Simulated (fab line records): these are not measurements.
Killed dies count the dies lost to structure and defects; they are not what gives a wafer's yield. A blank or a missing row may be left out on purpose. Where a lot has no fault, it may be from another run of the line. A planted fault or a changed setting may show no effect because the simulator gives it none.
Matching of chambers | flow nandHarc | 3 sister chambers for NHARC_A_STAIRCASE_DEP_322 on pecvd-02
The step deposits SiO2, target thk 3800 nm. 6 wafers are shown with their chamber, then 8 later ones without.

## WAFERS WITH THEIR CHAMBER
wafer  | chamber | heaterPowerW (W) | susceptorTempC (C)
L080.2 | 1       | 802              | 399.74
L080.6 | 0       | 588              | 400.08
L088.1 | 2       | 775              | 399.95
L088.4 | 0       | 555              | 399.78
L088.6 | 2       | 642              | 400.03
L090.2 | 1       | 708              | 399.56

## WAFERS WITHOUT THEIR CHAMBER
wafer  | heaterPowerW (W) | susceptorTempC (C)
L090.4 | 615              | 399.91
L090.5 | 555              | 400.06
L095.2 | 802              | 400.00
L095.5 | 662              | 399.86
L095.6 | 565              | 399.61
L097.1 | 669              | 399.78
L097.5 | 632              | 400.02
L097.6 | 652              | 399.78

## WHICH CHAMBER EACH ONE RAN IN
wafer  | from the rows above          | in truth
L090.4 | can't be placed: 0 or 2      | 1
L090.5 | can't be placed: 0 or 2      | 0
L095.2 | can't be placed: 2 or 1      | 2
L095.5 | can't be placed: 2 or 0 or 1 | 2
L095.6 | can't be placed: 0 or 1 or 2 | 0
L097.1 | can't be placed: 2 or 1 or 0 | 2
L097.5 | can't be placed: 0 or 2      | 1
L097.6 | can't be placed: 0 or 2 or 1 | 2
Correct placement for 0 of the 8. Not placeable from these rows: 8 (in 6, the candidates include the true chamber). Wrongly placed: 0.
How it was worked out, from the rows above alone: a wafer's distance from a chamber is the root of the sum, over the readings, of the square of ((its reading less the chamber's mean) divided by the reading's scatter). If the next closest chamber is less than 2 further off than the closest, the wafer can't be placed; otherwise it belongs to the closest. A chamber's mean is the mean of its shown wafers. The scatter: the root of (the sum of the squares of (reading less its chamber's mean) over the shown wafers, divided by (wafers less chambers)).
